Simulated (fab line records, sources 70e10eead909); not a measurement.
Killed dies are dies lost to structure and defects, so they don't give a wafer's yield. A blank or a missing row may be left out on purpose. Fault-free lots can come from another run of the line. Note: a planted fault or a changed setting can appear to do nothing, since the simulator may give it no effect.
The tool behind it: which one? | flow nand harc | 14 lots with 42 wafers sampled at 5 steps, on a route of 1302 steps

== WHAT EACH GAUGE READ, for each wafer ==
NHARC_A_SOURCE_PLATE_THK_MEAS_06: measures by ellipsometry.
lot  | measured     | on            | thk nm (nm)
L305 | day 7 19:38  | film metro-01 | 198.4 198.0 196.9
L306 | day 8 02:49  | film metro-01 | 197.6 200.4 197.4
L307 | day 8 12:06  | film metro-02 | 196.1 197.8 193.3
L310 | day 9 19:43  | film metro-01 | 198.0 201.0 198.7
L311 | day 10 06:12 | film metro-01 | 202.3 199.9 200.3
L312 | day 10 13:39 | film metro-01 | 202.6 202.1 202.1
L313 | day 11 05:08 | film metro-02 | 200.4 200.0 200.6
L316 | day 12 14:26 | film metro-02 | 201.0 201.1 198.0
L317 | day 12 14:26 | film metro-01 | 202.8 199.7 198.8
L323 | day 15 12:02 | film metro-01 | 200.1 197.3 198.0
L324 | day 15 23:36 | film metro-01 | 200.8 197.9 199.1
L326 | day 16 07:16 | film metro-02 | 204.0 204.2 202.7
L327 | day 16 18:07 | film metro-01 | 202.3 204.3 202.9
L328 | day 17 13:38 | film metro-02 | 197.5 198.6 199.4

NHARC_A_ONON_D1_THK_MEAS_27: measures by ellipsometry.
lot  | measured     | on            | thk nm (nm)
L305 | day 8 09:22  | film metro-01 | 997 994 998
L306 | day 8 15:13  | film metro-02 | 988 987 987
L307 | day 9 00:29  | film metro-01 | 1001 999 1001
L310 | day 10 08:06 | film metro-01 | 991 992 992
L311 | day 10 18:35 | film metro-02 | 1004 1004 1003
L312 | day 11 01:53 | film metro-02 | 1017 1017 1018
L313 | day 11 17:49 | film metro-02 | 1011 1011 1757
L316 | day 13 03:10 | film metro-02 | 1001 1002 999
L317 | day 13 03:10 | film metro-01 | 1004 1003 1750
L323 | day 16 00:25 | film metro-01 | 989 989 988
L324 | day 16 14:04 | film metro-01 | 994 994 995
L326 | day 16 21:49 | film metro-01 | 984 983 985
L327 | day 17 06:32 | film metro-02 | 986 989 988
L328 | day 18 02:23 | film metro-02 | 1004 1007 1007

NHARC_END_SORT_01.
lot  | measured     | on        | killed at array | killed at other | killed at periphery | killed dies | killed open | killed short
L313 | day 27 14:41 | prober-01 | 20 25 672       | 0 1 0           | 2 5 5               | 22 31 677   | 3 3 1       | 0 0 1
L317 | day 29 03:16 | prober-01 | 27 45 676       | 0 0 0           | 1 1 1               | 28 46 677   | 2 6 2       | 0 1 1

== WHICH TOOL RAN EACH LOT (tool, then ch and the chambers of the sampled wafers, then the start) ==
lot  | NHARC_A_ZERO_WELL_DESCUM_12        | NHARC_A_ONON_D1_DEP_25
L305 | rie diel-03 ch 0,1,3, day 6 22:26  | pecvd onon-01 ch 0, day 8 08:51
L306 | rie diel-06 ch 2,3, day 7 03:23    | pecvd onon-02 ch 0, day 8 14:43
L307 | rie diel-06 ch 1,2,3, day 7 12:17  | pecvd onon-03 ch 0, day 9 00:02
L310 | rie diel-03 ch 0,1,2, day 8 20:16  | pecvd onon-02 ch 0, day 10 07:39
L311 | rie diel-03 ch 1,3, day 9 08:04    | pecvd onon-01 ch 0, day 10 18:05
L312 | rie diel-06 ch 0,1,3, day 9 15:58  | pecvd onon-01 ch 0, day 11 01:22
L313 | rie diel-03 ch 0,1,2, day 10 07:25 | pecvd onon-01 ch 0, day 11 17:19
L316 | rie diel-10 ch 0,2, day 11 15:44   | pecvd onon-03 ch 0, day 13 02:43
L317 | rie diel-06 ch 0,2,3, day 11 18:20 | pecvd onon-01 ch 0, day 13 02:39
L323 | rie diel-03 ch 0,1,3, day 14 14:47 | pecvd onon-02 ch 0, day 15 23:55
L324 | rie diel-03 ch 0,1,2, day 14 23:58 | pecvd onon-03 ch 0, day 16 13:33
L326 | rie diel-03 ch 0,2, day 15 09:38   | pecvd onon-02 ch 0, day 16 21:18
L327 | rie diel-06 ch 0,3, day 15 20:42   | pecvd onon-01 ch 0, day 17 06:02
L328 | rie diel-03 ch 0,1,2, day 16 10:37 | pecvd onon-02 ch 0, day 18 01:52
- NHARC_A_ZERO_WELL_DESCUM_12: chemistry O2, time 3 s.
- NHARC_A_ONON_D1_DEP_25: target thk 1000 nm.

== WHAT THE TOOLS THEMSELVES READ (means of the sampled wafers that have a number; where no wafer has one, the mark that the record gives instead) ==
NHARC_A_ZERO_WELL_DESCUM_12.
lot  | tool        | drypump motor current A (A) | oes product au (a.u.) | rf vpp V (V) | showerhead plenum p Torr (Torr) | throttle valve pct (%)
L305 | rie diel-03 | 6.1                         | 0.998                 | 58.8         | 1.96                            | 11.318
L306 | rie diel-06 | 5.5                         | 1.000                 | 57.7         | 1.89                            | 11.319
L307 | rie diel-06 | 5.7                         | 0.993                 | 57.5         | 1.92                            | 11.308
L310 | rie diel-03 | 6.0                         | 0.999                 | 57.5         | 1.88                            | 11.320
L311 | rie diel-03 | 6.3                         | 1.002                 | 57.6         | 2.04                            | 11.314
L312 | rie diel-06 | 5.5                         | 1.005                 | 57.2         | 1.83                            | 11.309
L313 | rie diel-03 | 6.0                         | 1.003                 | 57.1         | 1.88                            | 11.317
L316 | rie diel-10 | 5.5                         | 0.998                 | 58.4         | 2.01                            | 11.315
L317 | rie diel-06 | 5.6                         | 0.993                 | 57.6         | 1.88                            | 11.319
L323 | rie diel-03 | 6.1                         | 0.996                 | 57.7         | 1.95                            | 11.309
L324 | rie diel-03 | 6.0                         | 0.996                 | 58.2         | 1.87                            | 11.307
L326 | rie diel-03 | 5.9                         | 0.996                 | 57.9         | 1.79                            | 11.320
L327 | rie diel-06 | 5.3                         | 0.994                 | 57.4         | 1.80                            | 11.305
L328 | rie diel-03 | 6.0                         | 0.998                 | 57.5         | 1.87                            | 11.310

== THE ANSWER, worked out from the rows above alone ==
Rule: the usual values come from the lots themselves. The widest of any qualifying gaps counts: lots, ordered by their means at a reading, are off when they make up no more than a third of the lots, leave a main group of 4 or more, and stand apart from it by 3 or more times the standard deviation of that group's means. The tables above print the reading to a certain number of digits; a main group whose means all agree to those digits is not used. A lot without any number at a reading at which 4 lots or more have one is off too. All remaining lots with rows at the step are treated as sound. Order of review: gauges by route order, followed by the tools' own readings, for which a lot's mean as printed above is used. At the first step where some lot is off, the reading lying furthest off is the one used; lots without a number count as furthest.
Off, at NHARC_A_ONON_D1_THK_MEAS_27 on thk nm: L313, L317. The main group has a mean of 996 nm with a standard deviation of 9.2.
If a tool, at a process step before that reading, ran all the lots that are off and no sound lot after the first of them, it fits. Those tools and the gauges at NHARC_A_ONON_D1_THK_MEAS_27 are tried in the same way. Not one of the candidates tried fits.

== WHAT THE SIMULATOR PUT IN ==
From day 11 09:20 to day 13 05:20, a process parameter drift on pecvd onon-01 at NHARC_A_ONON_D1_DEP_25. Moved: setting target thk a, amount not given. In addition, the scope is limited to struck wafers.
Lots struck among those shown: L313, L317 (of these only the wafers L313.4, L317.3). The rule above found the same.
